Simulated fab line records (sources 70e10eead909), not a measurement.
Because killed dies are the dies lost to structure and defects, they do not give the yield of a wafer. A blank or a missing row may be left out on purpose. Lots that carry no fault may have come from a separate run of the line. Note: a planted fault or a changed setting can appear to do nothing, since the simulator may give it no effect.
A lot that was struck, set against a sound lot    flow nand-harc    13 steps out of a route of 1302
Sound: these wafers, L431.1, L431.3, L431.4. Struck: wafers L437.1, L437.4, L437.6. At the end, the cause is stated.
For every step that has rows: the tool of each side, followed by ch and its chambers, followed by its first start. Under that, the readings that differ: sound wafers    struck wafers    difference of the means    sigmas: that difference in standard deviations of wafers without a fault.
alike: readings whose means differ by less than 2 such deviations, and words and numbers that are the same on both sides. not compared: withheld readings, readings that some wafer has no value for, bounds like >300 that may hide the same value, and numbers for which the record gives no deviation and whose values overlap.
Wherever a step has rows on one side only, a row that says differs or no value, or a row with sigmas, the two part there. When numbers do not overlap yet have no deviation, they are printed without sigmas and do not part them. A reading missing from all wafers of one side parts the sides only when that side holds two or more wafers.

NHARC_P_ZERO_WELL_DESCUM_13: chemistry O2, time 3 s.
  sound on rie-diel-02 ch 0,2,3, day 4 19:16; struck on rie-diel-07 ch 0,1,3, day 7 07:24
  alike: drypump-motor-current-A, o2-flow-sccm, oes-product-au, rf-vpp-V, showerhead-plenum-p-Torr, throttle-valve-pct
  not compared: rf-hours-counter-h
NHARC_P_ZERO_WELL_ETCH_65: etches the open film in N2/H2, target depth 80 nm, overetch 24 nm, time 87.88 s.
  sound on rie-diel-02 ch 0,1,3, day 4 19:22; struck on rie-diel-07 ch 1,2,3, day 7 07:29
  alike: drypump-motor-current-A, oes-product-au, rf-vpp-V, showerhead-plenum-p-Torr, throttle-valve-pct
  not compared: rf-hours-counter-h
NHARC_P_ZERO_WELL_ETCH_62: etches the open film in CHF3/Ar, target depth 13 nm, time 6.5 s.
  sound on rie-diel-02 ch 0,1,3; struck on rie-diel-07 ch 1,2,3
  alike: chf3-flow-sccm, drypump-motor-current-A, oes-product-au, rf-vpp-V, showerhead-plenum-p-Torr, throttle-valve-pct
  not compared: rf-hours-counter-h
NHARC_P_ZERO_WELL_ETCH_63: etches the open film in HBr/Cl2, target depth 120 nm, time 40.1 s.
  sound on rie-si-06 ch 0,1,3, day 4 19:32; struck on rie-si-01 ch 0,2, day 7 07:40
reading                sound              struck             difference  sigmas
oes-product-au (a.u.)  0.984 0.985 0.994  1.002 1.017 1.005  +0.020      +3
  alike: drypump-motor-current-A, throttle-valve-pct
  not compared: rf-hours-counter-h
then, 8 steps without rows for these wafers: NHARC_P_ZERO_WELL_STRIP_15 (strips in SPM, time 900 s); NHARC_P_ZERO_WELL_DEHYDRATE_16 (time 120 s); NHARC_P_ZERO_WELL_HMDS_17 (time 30 s); NHARC_P_ZERO_WELL_COAT_18; NHARC_P_ZERO_WELL_SOFTBAKE_19 (time 95 s); NHARC_P_ZERO_WELL_EBR_20; NHARC_P_ZERO_WELL_EXPOSE_21 (exposes mask P NWELL, target cd 720 nm); NHARC_P_ZERO_WELL_PEB_22 (peb time 85 s).
NHARC_P_ZERO_WELL_DEVELOP_23: time 70 s.
  struck on litho-track-02, day 7 08:00; sound on litho-track-07 ch 0, day 4 20:00
  no value came back on the struck wafers for chill-plate-temp-C (C), exhaust-pa (Pa); on the sound wafers chill-plate-temp-C (C) reads 22.97 23.06 22.89

WHERE THEY PART
Last at NHARC_P_ZERO_WELL_DEVELOP_23 as far as this record goes, first at NHARC_P_ZERO_WELL_ETCH_63.

WHY: what the simulator had put in
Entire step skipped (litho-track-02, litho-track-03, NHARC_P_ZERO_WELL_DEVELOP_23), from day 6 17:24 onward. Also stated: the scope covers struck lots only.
